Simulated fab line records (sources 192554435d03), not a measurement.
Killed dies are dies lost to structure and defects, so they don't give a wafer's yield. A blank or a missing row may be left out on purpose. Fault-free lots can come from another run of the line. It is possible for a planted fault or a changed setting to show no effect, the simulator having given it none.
Which tool is to blame? | flow n5-finfet | 11 lots with 32 wafers sampled at 5 steps, on a route of 1938 steps

WHAT THE GAUGES READ, wafer by wafer
N5_BEOL_M4_RC_MEAS_101.
lot  | measured     | on        | DIBL_N (mV/V)  | DIBL_P (mV/V)  | IOFF_N (nA/um) | IOFF_P (nA/um) | ION_N (uA/um) | ION_P (uA/um) | SS_N (mV/dec)  | SS_P (mV/dec)  | VT_N (mV)   | VT_P (mV)
L376 | day 8 05:31  | prober-02 | 33.9 36.2 35.7 | 34.2 36.9 35.3 | 0.12 0.16 0.14 | 0.18 0.23 0.21 | 658 668 656   | 458 462 454   | 71.0 71.5 70.8 | 72.4 73.3 72.4 | 252 250 252 | -251 -248 -249
L377 | day 8 06:11  | prober-01 | 33.5 37.7 34.6 | 31.3 36.1 32.5 | 0.11 0.17 0.13 | 0.14 0.20 0.15 | 649 662 664   | 443 455 452   | 70.3 72.0 71.9 | 72.5 73.5 72.4 | 254 253 253 | -258 -252 -256
L378 | day 8 15:01  | prober-01 | 34.5 34.5 39.1 | 36.0 36.8 41.7 | 0.14 0.14 0.24 | 0.19 0.20 0.29 | 691 673 698   | 475 464 470   | 70.4 70.9 71.9 | 73.7 74.3 74.9 | 249 251 242 | -252 -250 -247
L380 | day 9 00:40  | prober-01 | 34.9 33.6 33.5 | 35.4 34.7 34.3 | 0.14 0.13 0.14 | 0.21 0.20 0.21 | 667 671 681   | 468 470 480   | 71.2 71.3 71.0 | 72.8 72.7 72.3 | 249 250 249 | -248 -248 -247
L381 | day 9 06:25  | prober-02 | 39.9 38.3 37.1 | 40.2 37.8 35.9 | 0.22 0.18 0.17 | 0.26 0.23 0.21 | 692 689 701   | 471 473 477   | 72.2 71.7 71.5 | 75.1 73.6 74.6 | 247 247 246 | -246 -246 -248
L383 | day 9 10:14  | prober-01 | 33.6 36.4 35.0 | 31.7 35.0 34.1 | 0.10 0.14 0.12 | 0.16 0.21 0.20 | 667 675 663   | 464 462 462   | 70.8 72.4 70.9 | 71.8 72.9 72.1 | 257 252 255 | -254 -248 -249
L385 | day 9 22:16  | prober-01 | 35.1 34.2 34.3 | 35.4 34.7 32.9 | 0.14 0.13 0.11 | 0.20 0.19 0.15 | 681 668 656   | 474 459 449   | 71.3 71.3 71.3 | 72.9 73.1 72.6 | 250 254 259 | -250 -251 -254
L386 | day 13 07:37 | prober-01 | 38.0 39.8      | 36.9 38.6      | 0.18 0.22      | 0.25 0.28      | 688 686       | 464 470       | 71.5 72.1      | 73.6 74.4      | 248 247     | -250 -246
L394 | day 14 09:01 | prober-01 | 36.4 36.8 36.2 | 36.4 38.3 37.6 | 0.18 0.19 0.18 | 0.21 0.24 0.25 | 668 685 681   | 460 466 469   | 72.1 71.9 71.6 | 73.0 74.0 74.3 | 249 247 246 | -249 -248 -246
L396 | day 13 00:07 | prober-02 | 38.4 35.6 38.0 | 36.3 34.7 37.4 | 0.17 0.12 0.16 | 0.21 0.19 0.22 | 663 668 676   | 453 464 460   | 72.6 71.1 72.0 | 73.2 73.2 74.0 | 250 252 248 | -250 -251 -246
L398 | day 15 04:40 | prober-01 | 36.2 36.5 36.9 | 36.7 36.7 37.3 | 0.15 0.15 0.16 | 0.21 0.21 0.21 | 668 668 665   | 460 458 457   | 71.1 70.7 71.4 | 73.1 73.2 74.1 | 250 251 251 | -249 -248 -250

TOOL THAT RAN EACH LOT (tool first, then ch and the chambers of the sampled wafers, then the start)
lot  | N5_GATE_CUT_CMP_61            | N5_MOL_CONTACT_COAG_PRECLEAN_111    | N5_MOL_CONTACT_COAG_TI_SIL_19 | N5_MOL_CONTACT_COAG_PRE_CLEAN_142
L376 | cmp-01 ch 2,3, day 5 01:56    | remote-plasma-02 ch 1, day 5 03:14  | pvd-sputter-03, day 5 03:31   | pvd-sputter-03, day 5 09:00
L377 | cmp-03 ch 1,2, day 5 02:20    | remote-plasma-02 ch 1, day 5 04:01  | pvd-sputter-03, day 5 04:12   | pvd-sputter-02, day 5 09:11
L378 | cmp-01 ch 0,3, day 5 11:48    | remote-plasma-02 ch 0, day 5 14:51  | pvd-sputter-03, day 5 15:09   | pvd-sputter-03, day 5 20:23
L380 | cmp-04 ch 0,2,3, day 5 23:34  | remote-plasma-02 ch 1, day 6 01:56  | pvd-sputter-03, day 6 02:14   | pvd-sputter-01, day 6 07:22
L381 | cmp-01 ch 0,2,3, day 6 03:31  | remote-plasma-02 ch 0, day 6 05:02  | pvd-sputter-01, day 6 06:37   | pvd-sputter-03, day 6 11:50
L383 | cmp-03 ch 0,2,3, day 6 14:03  | remote-plasma-01 ch 1, day 6 15:23  | pvd-sputter-02, day 6 15:37   | pvd-sputter-02, day 6 19:05
L385 | cmp-01 ch 0,1,3, day 7 02:26  | remote-plasma-02 ch 0, day 7 03:44  | pvd-sputter-01, day 7 04:01   | pvd-sputter-01, day 7 07:47
L386 | cmp-04 ch 2,3, day 7 13:52    | remote-plasma-02 ch 0, day 7 15:10  | pvd-sputter-03, day 7 15:22   | pvd-sputter-01, day 7 19:16
L394 | cmp-01 ch 0,1,3, day 9 13:24  | remote-plasma-01 ch 0, day 9 14:49  | pvd-sputter-01, day 9 15:02   | pvd-sputter-03, day 9 19:14
L396 | cmp-01 ch 1,2,3, day 10 00:16 | remote-plasma-01 ch 0, day 10 01:42 | pvd-sputter-01, day 10 01:52  | pvd-sputter-02, day 10 04:19
L398 | cmp-04 ch 0,2,3, day 10 20:21 | remote-plasma-01 ch 1, day 10 21:59 | pvd-sputter-03, day 10 22:11  | pvd-sputter-01, day 11 00:39
- N5_GATE_CUT_CMP_61: polishes, stops on SiNx, t overpolish 3 s.
- N5_MOL_CONTACT_COAG_PRECLEAN_111: cleans in NF3:NH3, afs cycles 1, time 20 s, sublimation time 60 s.
- N5_MOL_CONTACT_COAG_TI_SIL_19: material Ti, target thk 4.2 nm, time 15 s.
- N5_MOL_CONTACT_COAG_PRE_CLEAN_142: time 60 s.

AS READ BY THE TOOLS THEMSELVES (means over the sampled wafers that have a number; for cases with no such wafer, the mark the record gives instead)
N5_GATE_CUT_CMP_61.
lot  | tool   | motor-current-A (A) | slurry-flow-ml-min
L376 | cmp-01 | 12.9                | 149.6
L377 | cmp-03 | 13.0                | 149.9
L378 | cmp-01 | 10.9                | 150.0
L380 | cmp-04 | 11.6                | 149.9
L381 | cmp-01 | 11.9                | 150.2
L383 | cmp-03 | 12.7                | 150.1
L385 | cmp-01 | 12.0                | 149.9
L386 | cmp-04 | 12.6                | 149.8
L394 | cmp-01 | 12.2                | 150.1
L396 | cmp-01 | 12.7                | 150.3
L398 | cmp-04 | 11.8                | 150.5

N5_MOL_CONTACT_COAG_PRECLEAN_111.
lot  | tool             | temp-c (C)
L376 | remote-plasma-02 | 30.04
L377 | remote-plasma-02 | 30.12
L378 | remote-plasma-02 | 29.94
L380 | remote-plasma-02 | 30.10
L381 | remote-plasma-02 | 29.90
L383 | remote-plasma-01 | 29.97
L385 | remote-plasma-02 | 30.08
L386 | remote-plasma-02 | 30.16
L394 | remote-plasma-01 | 29.97
L396 | remote-plasma-01 | 29.90
L398 | remote-plasma-01 | 30.06

N5_MOL_CONTACT_COAG_TI_SIL_19.
lot  | tool           | throttle-valve-pct (%)
L376 | pvd-sputter-03 | 30.1
L377 | pvd-sputter-03 | 29.5
L378 | pvd-sputter-03 | 29.4
L380 | pvd-sputter-03 | 29.3
L381 | pvd-sputter-01 | 30.5
L383 | pvd-sputter-02 | 29.3
L385 | pvd-sputter-01 | 30.2
L386 | pvd-sputter-03 | 31.2
L394 | pvd-sputter-01 | 30.5
L396 | pvd-sputter-01 | 31.0
L398 | pvd-sputter-03 | 30.4

N5_MOL_CONTACT_COAG_PRE_CLEAN_142.
lot  | tool           | heater-power-w (W)
L376 | pvd-sputter-03 | 465
L377 | pvd-sputter-02 | 474
L378 | pvd-sputter-03 | 492
L380 | pvd-sputter-01 | 427
L381 | pvd-sputter-03 | 492
L383 | pvd-sputter-02 | 450
L385 | pvd-sputter-01 | 456
L386 | pvd-sputter-01 | 480
L394 | pvd-sputter-03 | 470
L396 | pvd-sputter-02 | 450
L398 | pvd-sputter-01 | 458

THE ANSWER, worked out from the rows above alone
Rule: the usual values come from the lots themselves. The widest of any qualifying gaps counts: lots, ordered by their means at a reading, are off when they make up no more than a third of the lots, leave a main group of 4 or more, and stand apart from it by 3 or more times the standard deviation of that group's means. A main group is skipped when, at the precision printed for the reading in the tables above, its means are all equal. Also off: a lot with no number at a reading for which 4 or more lots have one. All remaining lots with rows at the step are treated as sound. The gauges are gone through in route order, then the tools' own readings, and for those a lot's mean is taken as printed above. At the first step where some lot is off, the reading lying furthest off is the one used; lots without a number count as furthest.
No lot is off on any of the readings shown, so nothing can be concluded from this.

WHAT THE SIMULATOR HAD INSERTED
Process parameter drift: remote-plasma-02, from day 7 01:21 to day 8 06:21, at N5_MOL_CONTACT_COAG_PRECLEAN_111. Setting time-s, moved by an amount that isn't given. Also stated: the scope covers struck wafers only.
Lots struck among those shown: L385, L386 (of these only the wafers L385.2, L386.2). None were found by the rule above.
